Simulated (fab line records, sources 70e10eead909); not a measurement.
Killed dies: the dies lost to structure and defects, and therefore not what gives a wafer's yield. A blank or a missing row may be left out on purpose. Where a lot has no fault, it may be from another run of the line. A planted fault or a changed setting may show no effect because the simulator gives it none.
A lot that was struck, set against a sound lot / flow nandHarc / 15 steps out of a route of 1159
Sound: the wafers L923.1, L923.2, L923.6. Wafers L932.1, L932.2, L932.4 were the ones struck. The cause is given at the end.
For every step that has rows: the tool of each side, followed by ch and its chambers, followed by its first start. Under that, the readings that differ: sound wafers / struck wafers / difference of the means / sigmas: that difference in standard deviations of wafers without a fault.
alike: words and numbers the same on both sides, and readings whose means are apart by under 2 such deviations; not compared: readings that were withheld, readings missing a value for some wafer, numbers with overlapping values and no deviation given by the record, and bounds like >300 which may hide the same value.
Wherever a step has rows on one side only, a row that says differs or no value, or a row with sigmas, the two part there. When numbers do not overlap yet have no deviation, they are printed without sigmas and do not part them. Lack of a reading on every wafer of one side parts them only where that side has two or more wafers.

first, 1 step without rows for these wafers: NHARC_A_ONON_D1_DEP_12 (target thk 1000 nm).
NHARC_A_ONON_D1_THK_MEAS_14: measures by ellipsometry.
  struck on filmMetro-02, day 12 21:49; sound on filmMetro-02, day 10 19:59
  alike: thkNm
then, 2 steps without rows for these wafers: NHARC_A_ONON_D1_ANNEAL_15 (time 3600 s); NHARC_A_ONON_D1_DEP_16 (target thk 1000 nm).
NHARC_A_ONON_D1_THK_MEAS_18: measures by ellipsometry.
  struck on filmMetro-01, day 13 04:58; sound on filmMetro-01, day 11 05:40
reading=thkNm (nm); sound=1021 1021 1021; struck=1002 1000 1000; difference=-20; sigmas=-2
following that, 1 step holds no rows for these wafers, namely NHARC_A_ONON_D1_DEP_19 (target thickness 1000 nm).
NHARC_A_ONON_D1_THK_MEAS_21: measures by ellipsometry.
  struck on filmMetro-02, day 13 05:32; sound on filmMetro-01, day 11 06:14
reading=thkNm (nm); sound=1002 1003 1004; struck=981 982 983; difference=-21; sigmas=-2
following that, 1 step holds no rows for these wafers, namely NHARC_A_ONON_D1_DEP_22 (target thickness 1000 nm).
NHARC_A_ONON_D1_THK_MEAS_24: measures by ellipsometry.
  struck on filmMetro-02, day 13 06:07; sound on filmMetro-01, day 11 06:48
reading=thkNm (nm); sound=975 975 974; struck=1005 1005 1003; difference=+30; sigmas=+3
following that, 1 step holds no rows for these wafers, namely NHARC_A_ONON_D1_DEP_25 (target thickness 1000 nm).
NHARC_A_ONON_D1_THK_MEAS_27: measures by ellipsometry.
  struck on filmMetro-01, day 13 06:41; sound on filmMetro-02, day 11 07:22
  alike: thkNm
NHARC_A_ONON_D1_DEP_28: target thk 1000 nm.
  sound on pecvdOnon-02 ch 0, day 11 07:25; struck on pecvdOnon-03 ch 0, day 13 06:44
  alike: n2FlowSccm
NHARC_A_ONON_D1_THK_MEAS_30: measures by ellipsometry.
  struck on filmMetro-01, day 13 07:14; sound on filmMetro-02, day 11 07:56
reading=thkNm (nm); sound=989 989 989; struck=646 646 647; difference=-343; sigmas=-37
NHARC_A_ONON_D1_DEP_33: deposits SiO2, target thk 200 nm.
  sound on pecvd-03 ch 1,2, day 11 07:59; struck on pecvd-02 ch 0,2, day 13 07:18
  alike: chamberPressureTorr, heaterPowerW, showerheadVppV, throttleValvePct
-- record jumps: 11 days between struck wafers' starts before vs after; left off in module A_ONON_D1, resumes in module END, first step shown is number 1159 of the route --
NHARC_END_SORT_01:
  at this point the record logs the struck wafers (prober-02 ch 0, day 24 07:28) and has no rows for the sound ones

WHERE THEY PART
At NHARC_A_ONON_D1_THK_MEAS_18 first; at NHARC_END_SORT_01 last (within this record only).

WHY: the cause the simulator had injected
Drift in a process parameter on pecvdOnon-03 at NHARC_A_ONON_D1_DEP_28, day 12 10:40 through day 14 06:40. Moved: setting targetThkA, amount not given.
